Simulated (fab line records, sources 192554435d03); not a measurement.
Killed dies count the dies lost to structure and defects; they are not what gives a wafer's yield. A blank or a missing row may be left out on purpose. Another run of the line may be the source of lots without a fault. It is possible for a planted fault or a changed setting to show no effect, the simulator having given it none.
Matching of chambers	flow n5-finfet	N5_HKMG_FIN_ALD_21 on ald-metal-02 has 4 sister chambers
The step deposits TiN, target thk 1.5 nm, pulse time 1 s, purge time 3 s. 7 wafers are shown with their chamber, then 7 later ones without.

EACH WAFER AND ITS CHAMBER
wafer	chamber	heater-power-w (W)	heater-power-outer-w (W)
L076.4	3	893	567
L077.3	2	849	529
L082.1	1	822	505
L082.4	0	1048	638
L082.6	2	823	536
L085.1	3	895	552
L085.3	0	1040	629

WAFERS WITHOUT THEIR CHAMBER
wafer	heater-power-w (W)	heater-power-outer-w (W)
L085.6	841	529
L092.1	816	516
L092.3	909	555
L092.6	918	560
L093.3	803	514
L093.5	805	516
L093.6	852	539

CHAMBER TAKEN BY EACH
wafer	from the rows above	in truth
L085.6	2	2
L092.1	can't be placed: 1 or 2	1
L092.3	3	3
L092.6	3	3
L093.3	can't be placed: 1 or 2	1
L093.5	can't be placed: 1 or 2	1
L093.6	2	2
4 of 7 placed correctly. Cannot be placed on the basis of these rows: 3; the candidates contain the true chamber in 3. Placed wrongly: 0.
How it was worked out, from the rows above alone: a wafer's distance from a chamber is the root of the sum, over the readings, of the square of ((its reading less the chamber's mean) divided by the reading's scatter). The wafer belongs to the nearest chamber; if the next one is less than 2 further off, it can't be placed. The mean given for a chamber averages the wafers shown for that chamber. How the scatter is found: for the shown wafers, subtract from each reading the mean of its chamber, square and add these, divide the total by (wafers less chambers), then take the root.
